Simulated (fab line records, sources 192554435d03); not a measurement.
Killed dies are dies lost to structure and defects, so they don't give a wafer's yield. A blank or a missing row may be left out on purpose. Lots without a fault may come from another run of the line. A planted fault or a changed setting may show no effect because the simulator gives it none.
fab line records | flow n5_finfet | part 1 of 2: steps 1 to 3 of 6
record lots=24 wafers=72 last_day=18
route steps=1938 shown HKMG_FIN@462 GATE_CUT@470
lots that met no fault: from a run of the same line without faults
start_h: hours from the record's first day to the start of the lot's first wafer shown | wait_h: hours since the lot's step before | " the same as in the row above | L1.1+2: a row that stands for several wafers | - no value, or no start given | * or withheld: withheld | < > ~ a bound
route shown NAME@n: a module of which the file shows steps, and the number in the route of the first | usual: mean/standard deviation of fault-free wafers | same: alike in all rows | chamber/n: place in a boat | sites: the reading at each site | _std_site: their standard deviation | _edge_site: outer sites' mean less inner sites' | radius_mm: how far each site lies from the wafer's centre | mask NAME#n: copy n | behind: the tool/chamber that last shaped the wafer | hold: why the lot was held/for how many hours/how that ended | device: the transistor (n, p or np) that didn't switch | end of line: the same wafers' tests at the end of the route | a step without rows: its recipe alone | killed: dies lost to structure and defects at the first sort, not the wafer's yield | map: a wafer's dies, x killed, . not, _ none there
set.NAME: the setting as run; set.NAME@STEP: as run at that earlier step | model.NAME: the simulator's own value behind a step, which no gauge read
steps of the route over a sample of lots; a table a step, a row a wafer
services: from which hour (start_h, from the record's first day; less than 0 if before it) a tool's chamber was out of use, for how many hours, and why
## steps
# step N5_HKMG_FIN_CMP_94
# recipe stop_on=SiNx post_cmp_clean=w_dilute_nh4oh t_overpolish_s=4.7 down_force_psi=4 platen_rpm=50.289 pad_velocity_m_s=1.0006 target_thk_nm=43.299
# usual motor_current_A=12.9/1.6 slurry_filter_dp_kPa=13.50/0.15
# columns lot.wafer tool chamber start_h wait_h motor_current_A slurry_filter_dp_kPa
L074.2 cmp-02 0 79.66 0.4 11.7 13.67
L074.4 " 1 " " 13.3 13.67
L074.3 " 2 " " 13.5 13.48
L075.2 cmp-01 2 89.26 0.4 9.5 13.76
L075.1 " 3 " " 15.3 13.38
L075.5 " 2 " " 9.6 13.29
L076.2 cmp-01 2 95.70 0.4 10.1 13.48
L076.4 " 0 " " 13.6 13.33
L076.5 " 3 " " 16.1 13.25
L077.3 cmp-01 0 98.67 0.4 13.5 13.57
L077.6 " 0 " " 13.5 13.51
L077.5 " 1 " " 12.6 13.47
L078.1 cmp-02 1 106.62 0.4 13.5 13.64
L078.4 " 0 " " 12.1 13.47
L078.5 " 2 " " 13.8 13.69
L079.1 cmp-04 2 109.28 0.3 13.9 13.54
L079.3 " 3 " " 11.0 13.52
L079.5 " 1 " " 12.9 13.20
L080.2 cmp-04 2 121.33 0.3 13.4 13.56
L080.5 " 0 " " 12.8 13.63
L080.6 " 1 " " 12.6 13.69
L081.2 cmp-04 0 122.79 0.4 13.4 13.49
L081.1 " 2 " " 13.2 13.60
L081.3 " 3 " " 12.1 13.41
L082.1 cmp-04 1 129.82 0.4 13.3 13.28
L082.3 " 3 " " 11.6 13.60
L082.5 " 1 " " 12.5 13.64
L084.1 cmp-04 1 139.55 0.4 13.0 13.34
L084.3 " 0 " " 13.4 13.46
L084.6 " 1 " " 13.0 13.29
L083.2 cmp-02 0 141.52 0.2 11.8 13.63
L083.6 " 1 " " 14.0 13.60
L083.5 " 2 " " 14.3 13.68
L085.2 cmp-02 1 149.63 0.2 12.8 13.59
L085.6 " 2 " " 13.8 13.55
L085.5 " 3 " " 10.9 13.57
L086.3 cmp-02 1 151.50 0.4 13.7 13.38
L086.4 " 3 " " 11.2 13.61
L086.5 " 1 " " 13.7 13.53
L087.1 cmp-01 3 157.82 0.4 15.7 13.50
L087.4 " 1 " " 13.6 13.42
L087.5 " 2 " " 9.6 13.35
L088.3 cmp-04 2 160.87 0.4 13.4 13.50
L088.2 " 1 " " 13.0 13.78
L088.5 " 2 " " 13.3 13.67
L089.2 cmp-01 3 172.25 0.4 15.8 13.41
L089.1 " 0 " " 13.6 13.57
L089.4 " 1 " " 12.6 13.50
L090.3 cmp-04 0 174.81 0.4 12.8 13.49
L090.2 " 2 " " 13.6 13.30
L090.1 " 3 " " 11.4 13.54
L091.4 cmp-01 2 181.92 0.4 9.6 13.41
L091.3 " 0 " " 14.3 13.35
L091.6 " 3 " " 15.4 13.33
L092.4 cmp-04 0 191.74 0.2 13.4 13.26
L092.5 " 1 " " 13.3 13.73
L092.6 " 2 " " 13.0 13.51
L093.4 cmp-01 1 193.09 0.3 12.4 13.51
L093.1 " 3 " " 15.8 13.52
L093.6 " 1 " " 13.1 13.32
L094.1 cmp-02 1 199.59 0.3 13.4 13.40
L094.2 " 2 " " 13.6 13.52
L094.3 " 3 " " 10.9 13.36
L095.1 cmp-02 0 206.85 0.4 11.5 13.56
L095.2 " 2 " " 14.0 13.34
L095.3 " 3 " " 11.5 13.27
L096.1 cmp-01 0 210.32 0.4 13.9 13.55
L096.4 " 1 " " 12.7 13.65
L096.3 " 3 " " 15.7 13.62
L097.3 cmp-01 1 218.82 0.3 11.9 13.37
L097.1 " 3 " " 16.3 13.52
L097.6 " 0 " " 14.6 13.43
# step N5_GATE_CUT_STRIP_59
# recipe chemistry=N2/H2 time_s=20 power_w=100 temp_c=40 pressure_mtorr=100 rf_frequency_hz=6e+07 bias_power_w=3 n2_flow_sccm=300 h2_flow_sccm=300
# usual bias_power_w=3.000/0.0087 drypump_motor_current_A=5.7/0.44 oes_product_au=0.81/0.083 rf_vpp_V=45.3/0.89 showerhead_plenum_p_Torr=3.40/0.13 throttle_valve_pct=12.20/0.25
# columns lot.wafer tool chamber start_h wait_h bias_power_w drypump_motor_current_A oes_product_au rf_hours_counter_h rf_vpp_V showerhead_plenum_p_Torr throttle_valve_pct
L074.2 rie_diel-03 0 80.31 0.1 2.982 5.4 0.79 114 44.7 3.40 12.23
L074.3 " 3 " " 3.003 6.1 0.66 271 44.9 3.19 12.87
L074.4 " 3 " " 2.998 6.1 0.67 - 45.4 3.19 12.85
L075.1 rie_diel-05 0 90.04 0.1 3.004 6.3 0.92 21 44.3 3.32 12.27
L075.2 " 1 " " 2.993 5.4 0.92 26 44.6 3.58 11.82
L075.5 " 2 " " 3.005 5.5 0.91 - 46.2 3.58 12.09
L076.2 rie_diel-03 0 96.44 0.1 3.004 5.4 0.78 121 45.7 3.39 12.25
L076.4 " 3 " " 3.018 6.1 0.66 - 44.9 3.18 12.87
L076.5 " 2 " " 2.993 6.2 0.89 - 46.3 3.43 11.85
L077.3 rie_diel-03 0 99.32 0.1 2.996 5.4 0.78 122 46.7 3.39 12.26
L077.5 " 3 " " 3.001 6.1 0.66 - 44.3 3.18 12.88
L077.6 " 0 " " 3.001 5.4 0.78 - 43.9 3.39 12.26
L078.1 rie_diel-03 3 107.36 0.1 3.021 6.1 0.66 282 43.8 3.18 12.88
L078.4 " 0 " " 2.984 5.4 0.78 - 47.0 3.39 12.24
L078.5 " 2 " " 3.008 6.2 0.87 - 46.1 3.43 11.85
L079.1 rie_diel-03 3 110.07 0.1 2.995 6.1 0.65 284 44.7 3.18 12.90
L079.3 " 2 " " 2.990 6.2 0.88 48 45.1 3.43 11.87
L079.5 " 0 " " 3.013 5.4 0.77 - 47.0 3.39 12.26
L080.2 rie_diel-05 1 122.20 0.1 2.991 5.3 0.90 36 44.4 3.58 11.87
L080.5 " 0 " " 3.009 6.3 0.91 - 44.6 3.31 12.30
L080.6 " 1 " " 2.989 5.3 0.92 - 45.2 3.58 11.85
L081.1 rie_diel-04 1 123.72 0.1 2.990 5.4 0.88 33 44.4 3.30 12.36
L081.2 " 0 " " 2.983 6.3 0.76 159 43.5 3.37 12.12
L081.3 " 2 " " 2.996 4.8 0.74 163 45.3 3.51 12.06
L082.1 rie_diel-03 2 130.74 0.1 3.006 6.2 0.85 56 45.5 3.43 11.90
L082.3 " 0 " " 2.988 5.4 0.76 134 44.0 3.39 12.28
L082.5 " 1 " " 2.997 6.0 0.74 - 45.1 3.22 12.23
L084.1 rie_diel-03 1 140.21 0.1 3.008 6.0 0.74 176 44.4 3.22 12.22
L084.3 " 0 " " 3.008 5.4 0.76 138 46.4 3.38 12.30
L084.6 " 2 " " 3.002 6.2 0.86 - 44.6 3.43 11.90
L083.2 rie_diel-05 3 142.08 0.1 3.004 5.3 0.72 218 45.4 3.34 12.24
L083.5 " 3 " " 3.007 5.3 0.71 - 45.3 3.34 12.24
L083.6 " 0 " " 2.989 6.3 0.89 - 44.9 3.31 12.32
L085.2 rie_diel-05 1 150.24 0.1 3.015 5.4 0.89 46 45.4 3.57 11.90
L085.5 " 0 " " 3.011 6.3 0.89 - 45.0 3.31 12.33
L085.6 " 1 " " 3.005 5.3 0.89 - 45.7 3.57 11.89
L086.3 rie_diel-03 1 152.16 0.1 2.998 6.0 0.74 180 45.0 3.21 12.25
L086.4 " 0 " " 2.992 5.4 0.77 142 45.2 3.38 12.30
L086.5 " 2 " " 3.004 6.2 0.86 - 45.3 3.42 11.91
L087.1 rie_diel-05 2 158.46 0.1 3.002 5.5 0.87 62 45.5 3.56 12.12
L087.4 " 3 " " 3.017 5.3 0.71 223 44.8 3.34 12.24
L087.5 " 3 " " 3.001 5.3 0.71 - 44.1 3.34 12.26
L088.2 rie_diel-04 1 161.53 0.1 3.007 5.4 0.86 45 44.8 3.29 12.39
L088.3 " 0 " " 3.004 6.3 0.75 169 44.4 3.37 12.14
L088.5 " 1 " " 2.998 5.4 0.87 - 45.0 3.29 12.40
L089.1 rie_diel-03 3 172.91 0.1 2.993 6.1 0.95 14 44.4 3.60 12.22
L089.2 " 1 " " 3.011 6.0 0.73 187 45.8 3.21 12.27
L089.4 " 1 " " 3.009 6.0 0.73 - 45.5 3.21 12.27
L090.1 rie_diel-04 3 175.47 0.1 2.997 6.0 0.74 160 43.5 3.24 12.24
L090.2 " 1 " " 3.000 5.4 0.85 49 44.3 3.29 12.42
L090.3 " 2 " " 2.986 4.8 0.73 180 46.8 3.50 12.10
L091.3 rie_diel-05 2 182.72 0.1 3.003 5.5 0.86 69 46.1 3.56 12.16
L091.4 " 3 " " 3.005 5.4 0.70 231 44.9 3.33 12.27
L091.6 " 2 " " 3.005 5.5 0.86 - 44.4 3.56 12.16
L092.4 rie_diel-03 0 192.50 0.1 2.991 5.4 0.75 155 46.2 3.37 12.32
L092.5 " 2 " " 2.993 6.2 0.85 - 46.5 3.42 11.93
L092.6 " 3 " " 3.012 6.1 0.94 - 46.2 3.59 12.22
L093.1 rie_diel-04 2 193.72 0.1 2.995 4.8 0.73 185 45.6 3.50 12.13
L093.4 " 1 " " 3.002 5.4 0.85 - 43.9 3.29 12.42
L093.6 " 0 " " 2.984 6.3 0.75 - 44.8 3.36 12.18
L094.1 rie_diel-05 1 200.22 0.1 3.003 5.4 0.88 61 46.9 3.57 11.93
L094.2 " 0 " " 2.992 6.3 0.86 55 44.7 3.30 12.36
L094.3 " 3 " " 3.003 5.3 0.70 237 45.8 3.33 12.28
L095.1 rie_diel-05 2 207.51 0.1 3.015 5.4 0.84 77 46.0 3.55 12.16
L095.2 " 1 " " 2.992 5.3 0.86 63 45.3 3.56 11.92
L095.3 " 0 " " 3.007 6.4 0.85 57 46.4 3.30 12.39
L096.1 rie_diel-05 3 211.06 0.1 2.995 5.4 0.70 241 46.5 3.33 12.29
L096.3 " 0 " " 2.998 6.3 0.85 58 45.6 3.30 12.38
L096.4 " 1 " " 3.001 5.3 0.86 64 45.5 3.56 11.94
L097.1 rie_diel-03 2 219.44 0.1 3.002 6.2 0.83 80 46.2 3.41 11.94
L097.3 " 1 " " 3.004 5.9 0.73 201 44.7 3.20 12.30
L097.6 " 3 " " 2.993 6.1 0.91 - 45.0 3.59 12.23
# step N5_GATE_CUT_CUT_ETCH_53
# recipe chemistry=SF6/Cl2 target=W mask_material=SiO2 target_depth_a=792 pressure_mtorr=8 icp_w=900 bias_w=80 SF6_flow_sccm=40 Cl2_flow_sccm=60 ends=cleared
# usual SF6_flow_sccm=39.99/0.13 drypump_motor_current_A=5.8/0.41 etch_rf_on_time_s=26.0/0.44 oes_product_au=0.69/0.073 throttle_valve_pct=28.71/0.17
# columns lot.wafer tool chamber start_h wait_h SF6_flow_sccm drypump_motor_current_A etch_rf_on_time_s oes_product_au rf_hours_counter_h throttle_valve_pct
L074.2 rie_metal-03 1 84.36 0.1 40.13 5.8 26.3 0.67 57 28.78
L074.3 " 0 " " 40.17 5.4 25.6 0.68 - 28.90
L074.4 " 1 " " 40.03 5.8 26.4 0.67 - 28.79
L075.1 rie_metal-01 0 93.72 0.1 39.88 6.0 26.1 0.63 79 28.63
L075.2 " 1 " " 39.85 6.6 26.6 0.71 29 28.35
L075.5 " 0 " " 39.79 6.0 26.2 0.63 - 28.63
L076.2 rie_metal-01 1 100.82 0.1 39.99 6.6 26.5 0.72 30 28.37
L076.4 " 0 " " 40.02 6.0 25.7 0.63 - 28.63
L076.5 " 0 " " 40.13 6.0 26.1 0.63 - 28.62
L077.3 rie_metal-03 1 103.25 0.1 40.11 5.8 26.6 0.66 - 28.80
L077.5 " 0 " " 40.20 5.4 26.0 0.66 - 28.89
L077.6 " 1 " " 40.12 5.8 26.6 0.66 - 28.81
L078.1 rie_metal-03 0 111.03 0.1 40.17 5.4 25.8 0.67 55 28.88
L078.4 " 1 " " 39.84 5.8 26.5 0.65 - 28.82
L078.5 " 1 " " 39.74 5.7 26.5 0.66 - 28.79
L079.1 rie_metal-02 1 113.75 0.1 39.97 6.0 25.9 0.69 50 28.76
L079.3 " 1 " " 39.87 6.0 25.4 0.70 - 28.77
L079.5 " 1 " " 39.91 6.0 25.5 0.70 - 28.77
L080.2 rie_metal-03 1 125.99 0.1 39.97 5.8 26.9 0.65 61 28.81
L080.5 " 0 " " 40.23 5.4 25.9 0.67 - 28.89
L080.6 " 1 " " 40.01 5.8 26.9 0.65 - 28.81
L081.1 rie_metal-01 1 127.58 0.1 39.81 6.6 26.1 0.71 31 28.39
L081.2 " 0 " " 39.92 6.0 25.8 0.63 81 28.62
L081.3 " 0 " " 39.97 6.0 25.7 0.64 - 28.63
L082.1 rie_metal-03 0 134.88 0.1 40.00 5.4 26.1 0.67 57 28.90
L082.3 " 1 " " 39.82 5.8 27.1 0.64 - 28.82
L082.5 " 1 " " 39.90 5.8 26.9 0.65 - 28.78
L084.1 rie_metal-03 0 144.01 0.1 39.94 5.4 26.1 0.65 58 28.90
L084.3 " 1 " " 40.11 5.8 26.7 0.65 - 28.80
L084.6 " 1 " " 40.08 5.8 26.6 0.65 - 28.81
L083.2 rie_metal-01 0 146.20 0.1 39.78 6.0 26.0 0.62 84 28.63
L083.5 " 1 " " 39.81 6.5 26.3 0.71 - 28.37
L083.6 " 0 " " 39.88 6.0 26.1 0.61 - 28.64
L085.2 rie_metal-02 1 153.99 0.1 40.13 6.0 25.7 0.67 56 28.79
L085.5 " 0 " " 40.07 5.2 25.4 0.90 - 28.58
L085.6 " 1 " " 40.10 6.0 25.7 0.67 - 28.79
L086.3 rie_metal-03 0 156.35 0.2 39.91 5.4 25.8 0.67 - 28.90
L086.4 " 1 " " 39.87 5.8 26.5 0.65 - 28.81
L086.5 " 1 " " 39.99 5.8 26.5 0.65 - 28.81
L087.1 rie_metal-03 1 162.27 0.1 39.92 5.8 26.8 0.65 65 28.81
L087.4 " 1 " " 40.01 5.8 26.9 0.64 - 28.82
L087.5 " 0 " " 40.16 5.4 25.9 0.66 - 28.91
L088.2 rie_metal-02 0 165.21 0.1 39.92 5.2 25.4 0.88 2 28.58
L088.3 " 1 " " 40.06 6.0 25.8 0.67 - 28.80
L088.5 " 0 " " 40.07 5.2 25.2 0.88 - 28.54
L089.1 rie_metal-02 0 176.71 0.1 40.07 5.2 25.5 0.86 3 28.56
L089.2 " 1 " " 40.03 6.0 26.1 0.67 58 28.80
L089.4 " 0 " " 39.88 5.2 25.4 0.87 - 28.57
L090.1 rie_metal-01 1 179.14 0.1 40.16 6.5 26.1 0.71 36 28.38
L090.2 " 0 " " 40.14 6.0 25.8 0.62 86 28.63
L090.3 " 0 " " 40.03 6.0 25.8 0.63 - 28.64
L091.3 rie_metal-02 0 186.87 0.1 39.93 5.2 25.3 0.86 - 28.56
L091.4 " 1 " " 40.06 6.0 25.8 0.67 - 28.80
L091.6 " 1 " " 39.87 6.0 25.7 0.67 - 28.78
L092.4 rie_metal-03 1 196.42 0.0 39.86 5.8 26.7 0.64 - 28.83
L092.5 " 0 " " 39.89 5.4 26.1 0.65 - 28.89
L092.6 " 1 " " 39.93 5.8 26.9 0.65 - 28.81
L093.1 rie_metal-01 1 197.74 0.1 39.82 6.5 26.3 0.69 39 28.37
L093.4 " 0 " " 39.82 6.0 26.2 0.62 - 28.65
L093.6 " 1 " " 39.99 6.6 26.5 0.69 - 28.39
L094.1 rie_metal-03 0 203.91 0.1 39.92 5.4 25.8 0.66 63 28.90
L094.2 " 1 " " 40.02 5.8 26.6 0.64 68 28.83
L094.3 " 1 " " 40.00 5.8 26.4 0.64 - 28.83
L095.1 rie_metal-02 1 211.41 0.1 39.97 6.0 25.7 0.67 61 28.80
L095.2 " 0 " " 39.75 5.2 25.5 0.84 7 28.57
L095.3 " 1 " " 40.23 6.0 25.8 0.67 - 28.79
L096.1 rie_metal-02 1 215.31 0.1 40.07 6.0 25.7 0.66 62 28.79
L096.3 " 0 " " 39.97 5.3 25.5 0.84 - 28.57
L096.4 " 1 " " 40.05 6.0 25.7 0.67 - 28.78
L097.1 rie_metal-02 0 223.12 0.1 40.11 5.2 25.5 0.83 9 28.57
L097.3 " 0 " " 39.92 5.2 25.5 0.83 - 28.57
L097.6 " 1 " " 40.25 6.0 26.1 0.66 - 28.80
